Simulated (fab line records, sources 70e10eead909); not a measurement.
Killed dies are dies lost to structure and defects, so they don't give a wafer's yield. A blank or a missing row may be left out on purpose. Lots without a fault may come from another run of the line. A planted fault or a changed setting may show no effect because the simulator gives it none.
fab line records | flow nand_harc
record lots=12 wafers=36 last_day=33
route steps=1302 shown A_STAIRCASE@712 END@1302
lots that met no fault: from a run of the same line without faults
start_h: hours from the record's first day to the start of the lot's first wafer shown | wait_h: hours since the lot's step before | " the same as in the row above | L1.1+2: a row that stands for several wafers | - no value, or no start given | * or withheld: withheld | < > ~ a bound
route shown NAME@n: a module of which the file shows steps, and the number in the route of the first | usual: mean/standard deviation of fault-free wafers | same: alike in all rows | chamber/n: place in a boat | sites: the reading at each site | _std_site: their standard deviation | _edge_site: outer sites' mean less inner sites' | radius_mm: how far each site lies from the wafer's centre | mask NAME#n: copy n | behind: the tool/chamber that last shaped the wafer | hold: why the lot was held/for how many hours/how that ended | device: the transistor (n, p or np) that didn't switch | end of line: the same wafers' tests at the end of the route | a step without rows: its recipe alone | killed: dies lost to structure and defects at the first sort, not the wafer's yield | map: a wafer's dies, x killed, . not, _ none there
set.NAME: the setting as run; set.NAME@STEP: as run at that earlier step | model.NAME: the simulator's own value behind a step, which no gauge read
steps of the route over a sample of lots; a table a step, a row a wafer
services: from which hour (start_h, from the record's first day; less than 0 if before it) a tool's chamber was out of use, for how many hours, and why
## steps
# step NHARC_A_STAIRCASE_TRIM_198
# recipe time_s=211.2 o2_flow_sccm=500 ar_flow_sccm=0 bias_w=0 chemistry=O2
# usual drypump_motor_current_A=5.8/0.34 oes_product_au=1.009/0.012 rf_vpp_V=57.9/0.87 run_length_s=232.2/0.45 showerhead_plenum_p_Torr=3.57/0.16 throttle_valve_pct=17.036/0.0091
# columns lot.wafer tool chamber start_h wait_h drypump_motor_current_A oes_product_au rf_hours_counter_h rf_vpp_V run_length_s showerhead_plenum_p_Torr throttle_valve_pct
L210.4 rie_diel-02 0 - - 6.1 0.992 50 57.2 232.0 3.44 17.046
L210.3 " 2 " " 6.1 1.017 37 58.1 231.8 3.35 17.025
L210.5 " 3 " " 5.6 1.001 - 59.4 232.0 3.78 17.037
L211.3 rie_diel-10 1 - - 5.7 1.022 42 58.8 231.6 3.55 17.038
L211.6 " 3 " " 6.0 0.999 - 58.0 232.4 3.65 17.057
L211.4 " 1 " " 5.8 1.017 - 57.1 231.8 3.55 17.032
L212.1 rie_diel-02 1 - - 6.2 1.006 51 58.2 232.5 3.54 17.049
L212.2 " 2 " " 6.1 1.012 45 58.2 231.8 3.34 17.037
L212.5 " 1 " " 6.3 1.000 - 57.7 232.6 3.54 17.014
L214.3 rie_diel-01 1 - - 6.1 0.998 2 58.8 233.5 3.48 17.037
L214.1 " 2 " " 5.9 1.002 1 58.9 232.0 3.77 17.046
L214.6 " 2 " " 5.9 0.995 - 58.2 231.7 3.77 17.041
L225.4 rie_diel-02 3 - - 5.5 0.987 33 58.1 231.9 3.76 17.044
L225.6 " 2 " " 6.1 1.003 - 57.0 231.7 3.32 17.036
L225.5 " 3 " " 5.6 0.990 - 58.8 231.8 3.76 17.053
L224.3 rie_diel-02 3 - - 5.5 0.985 34 57.9 232.1 3.76 17.049
L224.2 " 0 " " 6.1 1.011 32 56.6 232.2 3.42 17.029
L224.6 " 2 " " 6.1 1.001 - 58.1 232.1 3.32 17.057
L228.2 rie_diel-10 3 - - 6.0 0.989 35 56.8 232.2 3.61 17.028
L228.5 " 0 " " 5.5 1.008 - 58.1 232.2 3.76 17.033
L228.6 " 1 " " 5.7 1.023 - 56.6 231.4 3.52 17.027
L229.2 rie_diel-02 0 - - 6.1 1.012 43 57.9 232.0 3.41 17.023
L229.1 " 1 " " 6.2 1.018 44 58.1 232.4 3.51 17.034
L229.5 " 3 " " 5.5 0.980 - 58.9 232.2 3.75 17.036
L231.1 rie_diel-10 2 - - 5.4 1.020 40 57.9 232.4 3.78 17.027
L231.2 " 0 " " 5.5 1.018 44 58.1 232.0 3.75 17.040
L231.4 " 1 " " 5.7 1.024 37 57.9 231.6 3.52 17.044
L230.2 rie_diel-10 2 - - 5.4 1.023 41 57.5 232.5 3.78 17.036
L230.6 " 0 " " 5.5 1.018 - 59.6 232.1 3.75 17.041
L230.5 " 1 " " 5.8 1.021 - 58.7 231.4 3.52 17.033
L233.4 rie_diel-10 1 - - 5.8 1.021 42 57.3 231.4 3.52 17.042
L233.3 " 2 " " 5.4 1.019 45 57.4 232.4 3.78 17.030
L233.5 " 3 " " 6.0 0.992 - 59.0 232.3 3.61 17.042
L232.2 rie_diel-02 0 - - 6.2 1.016 0 59.5 232.4 3.41 17.019
L232.4 " 2 " " 6.1 1.024 0 57.5 231.6 3.31 17.036
L232.6 " 0 " " 6.1 1.013 - 57.6 232.0 3.41 17.031
# step NHARC_A_STAIRCASE_ETCH_203
# recipe target_depth_a=1000 time_s=40.5 ion_energy_ev=400 c4f8_flow_sccm=20 o2_flow_sccm=10 ar_flow_sccm=withheld rf_w=600 bias_w=1000 chemistry=C4F8/O2
# usual oes_product_au=0.951/0.013 rf_vpp_V=897/5.9
# columns lot.wafer tool chamber start_h wait_h oes_product_au rf_hours_counter_h rf_vpp_V
L210.3 rie_diel-02 2 - - 0.976 37 890
L210.4 " 3 " " 0.950 42 904
L210.5 " 2 " " 0.970 - 889
L211.3 rie_diel-10 3 - - 0.940 36 900
L211.6 " 3 " " 0.943 - 899
L211.4 " 2 " " 0.948 - 887
L212.1 rie_diel-02 2 - - 0.955 46 890
L212.2 " 3 " " 0.946 51 904
L212.5 " 1 " " 0.941 - 895
L214.3 rie_diel-01 1 - - 0.937 2 894
L214.1 " 3 " " 0.941 2 903
L214.6 " 0 " " 0.942 - 896
L225.4 rie_diel-02 3 - - 0.938 34 905
L225.5 " 3 " " 0.933 - 906
L225.6 " 0 " " 0.952 - 891
L224.2 rie_diel-02 0 - - 0.944 32 892
L224.3 " 1 " " 0.962 34 896
L224.6 " 1 " " 0.965 - 895
L228.2 rie_diel-10 2 - - 0.974 32 904
L228.6 " 2 " " 0.971 - 905
L228.5 " 3 " " 0.948 - 898
L229.2 rie_diel-02 0 - - 0.960 43 894
L229.1 " 1 " " 0.973 45 894
L229.5 " 2 " " 0.943 - 889
L231.1 rie_diel-10 2 - - 0.952 41 905
L231.2 " 3 " " 0.934 45 898
L231.4 " 1 " " 0.961 38 895
L230.2 rie_diel-10 0 - - 0.954 45 904
L230.5 " 1 " " 0.972 - 896
L230.6 " 2 " " 0.974 - 906
L233.3 rie_diel-10 0 - - 0.946 50 904
L233.4 " 2 " " 0.967 45 904
L233.5 " 0 " " 0.954 - 904
L232.2 rie_diel-02 1 - - 0.933 1 897
L232.4 " 2 " " 0.971 0 887
L232.6 " 0 " " 0.948 - 892
# step NHARC_A_STAIRCASE_ETCH_232
# recipe target_depth_a=1000 time_s=40.5 ion_energy_ev=400 c4f8_flow_sccm=20 o2_flow_sccm=10 ar_flow_sccm=withheld rf_w=600 bias_w=1000 chemistry=C4F8/O2
# usual oes_product_au=0.950/0.014 rf_vpp_V=898/5.8
# columns lot.wafer tool chamber start_h wait_h oes_product_au rf_hours_counter_h rf_vpp_V
L210.4 rie_diel-01 2 - - 0.942 56 904
L210.3 " 3 " " 0.959 47 904
L210.5 " 3 " " 0.961 - 904
L211.3 rie_diel-10 3 - - 0.963 36 901
L211.6 " 1 " " 0.964 - 898
L211.4 " 2 " " 0.958 - 887
L212.2 rie_diel-10 1 - - 0.965 50 897
L212.1 " 2 " " 0.946 38 886
L212.5 " 0 " " 0.963 - 906
L214.3 rie_diel-10 1 - - 0.968 59 897
L214.1 " 2 " " 0.938 44 887
L214.6 " 2 " " 0.933 - 887
L225.4 rie_diel-01 2 - - 0.927 43 904
L225.6 " 0 " " 0.976 - 895
L225.5 " 1 " " 0.945 - 893
L224.3 rie_diel-01 2 - - 0.948 43 903
L224.2 " 3 " " 0.956 43 904
L224.6 " 1 " " 0.950 - 894
L228.2 rie_diel-02 1 - - 0.978 49 895
L228.6 " 3 " " 0.936 - 903
L228.5 " 0 " " 0.957 - 891
L229.1 rie_diel-01 1 - - 0.946 52 893
L229.2 " 2 " " 0.936 60 903
L229.5 " 0 " " 0.948 - 896
L231.1 rie_diel-10 3 - - 0.925 45 898
L231.2 " 0 " " 0.948 46 904
L231.4 " 1 " " 0.962 39 896
L230.2 rie_diel-01 3 - - 0.929 5 902
L230.5 " 1 " " 0.969 - 893
L230.6 " 2 " " 0.932 - 903
L232.2 rie_diel-02 1 - - 0.940 1 895
L232.4 " 3 " " 0.922 1 905
L232.6 " 2 " " 0.948 - 889
L233.4 rie_diel-02 2 - - 0.960 2 887
L233.3 " 3 " " 0.935 2 904
L233.5 " 2 " " 0.967 - 888
# step NHARC_A_STAIRCASE_TRIM_233
# recipe time_s=211.2 o2_flow_sccm=500 ar_flow_sccm=0 bias_w=0 chemistry=O2
# usual drypump_motor_current_A=5.8/0.4 oes_product_au=1.006/0.011 rf_vpp_V=57.9/0.83 run_length_s=232.4/0.52 showerhead_plenum_p_Torr=3.58/0.16 throttle_valve_pct=17.037/0.0094
# columns lot.wafer tool chamber start_h wait_h drypump_motor_current_A oes_product_au rf_hours_counter_h rf_vpp_V run_length_s showerhead_plenum_p_Torr throttle_valve_pct
L210.4 rie_diel-01 0 370.99 - 4.7 0.985 52 57.6 232.8 3.54 17.059
L210.3 " 2 " " 5.9 0.981 56 58.6 232.2 3.78 17.041
L210.5 " 0 " " 4.7 0.993 - 58.7 233.0 3.54 17.043
L211.3 rie_diel-10 2 373.71 - 5.4 1.007 30 56.9 232.6 3.29 17.030
L211.4 " 2 " " 5.4 1.004 - 56.9 232.8 3.29 17.048
L211.6 " 3 " " 6.0 1.001 - 58.2 232.3 3.65 17.050
L212.1 rie_diel-10 2 390.46 - 5.4 1.005 38 58.8 232.5 3.29 17.038
L212.2 " 1 " " 5.7 1.026 50 58.1 231.3 3.55 17.049
L212.5 " 2 " " 5.4 0.999 - 58.4 232.3 3.29 17.042
L214.3 rie_diel-10 0 400.24 - 5.5 1.012 50 57.9 161.8 3.78 17.047
L214.1 " 3 " " 6.0 0.996 50 58.3 232.4 3.64 17.025
L214.6 " 1 " " 5.8 1.014 - 57.4 231.4 3.54 17.039
L225.4 rie_diel-01 2 507.70 - 5.8 0.991 43 59.7 231.9 3.75 17.047
L225.5 " 0 " " 4.7 1.022 - 57.5 233.1 3.51 17.048
L225.6 " 1 " " 6.1 0.994 - 56.7 232.6 3.46 17.034
L224.2 rie_diel-01 2 509.80 - 5.8 0.998 43 58.5 232.1 3.75 17.030
L224.3 " 3 " " 5.7 1.002 43 58.1 233.3 3.73 17.044
L224.6 " 1 " " 6.1 0.991 - 58.4 232.7 3.46 17.026
L228.2 rie_diel-02 1 547.92 - 6.3 1.006 49 56.3 232.5 3.51 17.043
L228.5 " 3 " " 5.5 0.980 - 58.4 232.5 3.75 17.050
L228.6 " 0 " " 6.1 1.008 - 57.7 232.1 3.41 17.026
L229.1 rie_diel-01 2 548.82 - 5.9 0.990 61 56.5 231.7 3.74 17.037
L229.2 " 0 " " 4.7 1.020 51 57.0 232.8 3.51 17.024
L229.5 " 2 " " 5.9 0.985 - 59.3 232.6 3.74 17.032
L230.2 rie_diel-01 2 575.42 - 5.8 0.973 5 58.3 232.0 3.74 17.034
L230.5 " 2 " " 5.9 0.983 - 57.9 232.1 3.74 17.042
L230.6 " 3 " " 5.7 0.999 - 58.4 233.0 3.72 17.052
L231.4 rie_diel-10 2 575.86 - 5.4 1.018 43 58.1 232.4 3.78 17.036
L231.1 " 3 " " 6.0 1.001 46 55.6 232.5 3.61 17.040
L231.2 " 1 " " 5.8 1.020 39 59.0 231.7 3.52 17.026
L232.4 rie_diel-02 2 585.94 - 6.1 1.009 1 58.0 232.0 3.31 17.038
L232.2 " 3 " " 5.6 0.999 2 56.9 232.4 3.75 17.022
L232.6 " 3 " " 5.5 0.990 - 57.4 231.9 3.75 17.040
L233.4 rie_diel-02 1 586.30 - 6.2 0.999 2 58.0 232.5 3.51 17.039
L233.3 " 2 " " 6.1 1.010 2 57.0 231.6 3.31 17.017
L233.5 " 1 " " 6.3 1.001 - 58.1 233.2 3.51 17.038
# step NHARC_END_SORT_01
# recipe temp_c=25
# usual killed_at_array=58/22 killed_at_other=1.0/1.3 killed_at_periphery=5/3.4 killed_dies=64/22 killed_open=3.6/1.8 killed_short=2.4/1.7
# same gross_dies=677
# columns lot.wafer tool chamber start_h wait_h hold killed_at_array killed_at_other killed_at_periphery killed_dies killed_open killed_short
L214.1 prober-01 0 593.64 2.4 await_dispo/2.4h/release 36 4 9 49 5 3
L214.3 prober-01 0 595.25 3.1 await_dispo/2.4h/release 662 2 13 677 2 2
L214.6 prober-01 0 597.67 4.0 await_dispo/2.4h/release 27 5 9 41 2 3
L224.2 prober-01 0 703.44 2.8 - 41 0 5 46 7 6
L224.3 prober-01 0 704.25 3.1 - 50 0 2 52 4 2
L224.6 prober-01 0 706.68 4.1 - 48 1 1 50 1 8
L225.4 prober-02 0 705.16 3.4 - 79 3 3 85 1 3
L225.5 prober-02 0 705.97 3.7 - 65 1 10 76 3 6
L225.6 prober-02 0 706.78 4.0 - 86 0 8 94 5 5
L230.2 prober-01 0 772.10 2.8 - 88 3 2 93 6 6
L230.5 prober-01 0 774.48 3.7 - 78 0 0 78 1 5
L230.6 prober-01 0 775.28 4.0 - 66 0 7 73 7 3
# killed by level:class
L214.1 A_STAIRCASE:chamber_film_flake=11 A_CHANNEL_HOLE_D2:chamber_film_flake=9 A_BLC:chamber_film_flake=5 P_CONTACT:chamber_film_flake=4 THIN_TSV:chamber_film_flake=4 A_CHANNEL_HOLE_D1:chamber_film_flake=3 P_STI:chamber_film_flake=2 P_GATE:chamber_film_flake=2
L214.3 A_STAIRCASE:area_trim=634 P_GATE:chamber_film_flake=7 A_CHANNEL_HOLE_D2:chamber_film_flake=7 A_CHANNEL_HOLE_D1:chamber_film_flake=6 P_CONTACT:chamber_film_flake=5 A_STAIRCASE:chamber_film_flake=5 A_CONTACT:chamber_film_flake=3 A_SLIT:chamber_film_flake=2
L214.6 A_STAIRCASE:chamber_film_flake=9 A_CHANNEL_HOLE_D2:chamber_film_flake=7 A_CHANNEL_HOLE_D1:chamber_film_flake=5 THIN_TSV:chamber_film_flake=5 P_ZERO_WELL:chamber_film_flake=2 P_GATE:chamber_film_flake=2 P_CONTACT:chamber_film_flake=2 A_BLC:chamber_film_flake=2
L224.2 A_CHANNEL_HOLE_D2:chamber_film_flake=15 A_CHANNEL_HOLE_D1:chamber_film_flake=8 A_SLIT:chamber_film_flake=4 A_CHANNEL_FILL_D2:geometric_particle:short=3 P_CONTACT:geometric_particle:open=2 P_M2:chamber_film_flake=2 A_ZERO_WELL:chamber_film_flake=2 P_CONTACT:geometric_particle:short=1
L224.3 A_CHANNEL_HOLE_D2:chamber_film_flake=21 A_CHANNEL_HOLE_D1:chamber_film_flake=12 A_SLIT:chamber_film_flake=5 A_CHANNEL_FILL_D1:geometric_particle:open=2 P_M2:chamber_film_flake=2 A_STAIRCASE:chamber_film_flake=2 A_CONTACT:chamber_film_flake=2 A_ONON_D1:geometric_particle:open=1
L225.4 A_CHANNEL_HOLE_D1:chamber_film_flake=36 A_SLIT:chamber_film_flake=30 A_CONTACT:chamber_film_flake=7 THIN_TSV:chamber_film_flake=3 A_CHANNEL_FILL_D1:geometric_particle:short=2 A_CHANNEL_FILL_D2:chamber_film_flake=2 P_STI:geometric_particle:open=1 A_M1:geometric_particle:short=1
L225.5 A_CHANNEL_HOLE_D1:chamber_film_flake=27 A_SLIT:chamber_film_flake=23 A_CONTACT:chamber_film_flake=7 P_ZERO_WELL:chamber_film_flake=5 P_M2:chamber_film_flake=3 P_STI:geometric_particle:open=1 A_SOURCE_PLATE:geometric_particle:short=1 A_DECK1_JOINT:geometric_particle:short=1
L224.6 A_CHANNEL_HOLE_D2:chamber_film_flake=16 A_SLIT:chamber_film_flake=9 A_CHANNEL_HOLE_D1:chamber_film_flake=8 A_STAIRCASE:chamber_film_flake=3 A_CHANNEL_FILL_D2:geometric_particle:short=2 A_WL_FILL:geometric_particle:short=2 A_CHANNEL_FILL_D2:chamber_film_flake=2 A_ONON_D1:geometric_particle:short=1
L225.6 A_SLIT:chamber_film_flake=36 A_CHANNEL_HOLE_D1:chamber_film_flake=31 A_CONTACT:chamber_film_flake=8 P_M2:chamber_film_flake=3 A_CHANNEL_FILL_D1:geometric_particle:short=2 P_GATE:chamber_film_flake=2 A_STAIRCASE:chamber_film_flake=2 P_CONTACT:geometric_particle:open=1
L230.2 A_SLIT:chamber_film_flake=28 A_CHANNEL_HOLE_D2:chamber_film_flake=18 A_CHANNEL_HOLE_D1:chamber_film_flake=14 A_CONTACT:chamber_film_flake=10 A_STAIRCASE:chamber_film_flake=4 A_WL_FILL:chamber_film_flake=3 A_CHANNEL_HOLE_D1:geometric_particle:open=2 P_CONTACT:geometric_particle:open=1
L230.5 A_SLIT:chamber_film_flake=29 A_CHANNEL_HOLE_D2:chamber_film_flake=22 A_CHANNEL_HOLE_D1:chamber_film_flake=11 A_CONTACT:chamber_film_flake=5 A_WL_FILL:chamber_film_flake=4 A_CHANNEL_HOLE_D2:geometric_particle:short=2 A_DECK1_JOINT:geometric_particle:open=1 A_DECK1_JOINT:geometric_particle:short=1
L230.6 A_SLIT:chamber_film_flake=20 A_CHANNEL_HOLE_D2:chamber_film_flake=18 A_CHANNEL_HOLE_D1:chamber_film_flake=13 A_WL_FILL:chamber_film_flake=3 A_CONTACT:chamber_film_flake=3 P_M1:geometric_particle:open=2 P_STI:geometric_particle:short=1 P_M0:geometric_particle:open=1
## services
# columns tool chamber start_h hours kind
rie_diel-01 1 349.19 1.7 repair
rie_diel-02 0 350.05 - clean
rie_diel-02 1 350.05 - clean
rie_diel-02 2 350.05 - clean
rie_diel-02 3 350.05 - clean
rie_diel-10 - 351.67 2.7 repair
rie_diel-10 0 355.78 - clean
rie_diel-10 1 355.78 - clean
rie_diel-10 2 355.78 - clean
rie_diel-10 3 355.78 - clean
rie_diel-10 0 368.82 15.9 repair
rie_diel-02 0 374.55 - clean
rie_diel-01 - 380.96 9.0 pm
rie_diel-02 - 393.71 9.0 pm
rie_diel-10 0 405.13 4.4 repair
rie_diel-10 - 422.96 9.0 pm
rie_diel-01 0 429.08 2.5 repair
rie_diel-10 1 463.91 12.3 repair
rie_diel-10 0 498.78 5.2 repair
rie_diel-02 0 511.33 1.3 repair
rie_diel-10 0 539.17 2.1 repair
rie_diel-02 1 551.20 4.7 repair
rie_diel-01 - 557.96 9.0 pm
rie_diel-02 - 570.74 9.0 pm
## key
first_sign step=NHARC_A_STAIRCASE_TRIM_233 reading=run_length_s direction=down sigmas=99+ usual=* struck=*
effect step=NHARC_END_SORT_01 reading=killed_dies direction=up sigmas=28 usual=64 struck=677
more_kills_born_at NHARC_A_STAIRCASE_TRIM_233@rie_diel-10=634
met_at NHARC_A_STAIRCASE_TRIM_233
struck_lots L214
struck_wafers L214.3
later_rows_left_out L214.3
tester_left_out L214
not_acting_at NHARC_A_STAIRCASE_TRIM_198,NHARC_A_STAIRCASE_ETCH_203,NHARC_A_STAIRCASE_ETCH_232
fault kind=process_parameter_drift tool=rie_diel-10 chamber=0 onset_h=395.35 steps=NHARC_A_STAIRCASE_TRIM_233 channel=time_s offset=* shape=step end_h=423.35 acts_in=* stated=*
# tester_left_out: of these lots the tester's yield and bins aren't shown, on N5 and GAA mostly nor the transistor test; their killed dies are dies lost to structure and defects alone, not to doping, threshold or leakage, so they don't give the yield
# later_rows_left_out: the simulator's readings of these wafers behind a module that went badly wrong aren't trusted and aren't shown, but for the sort
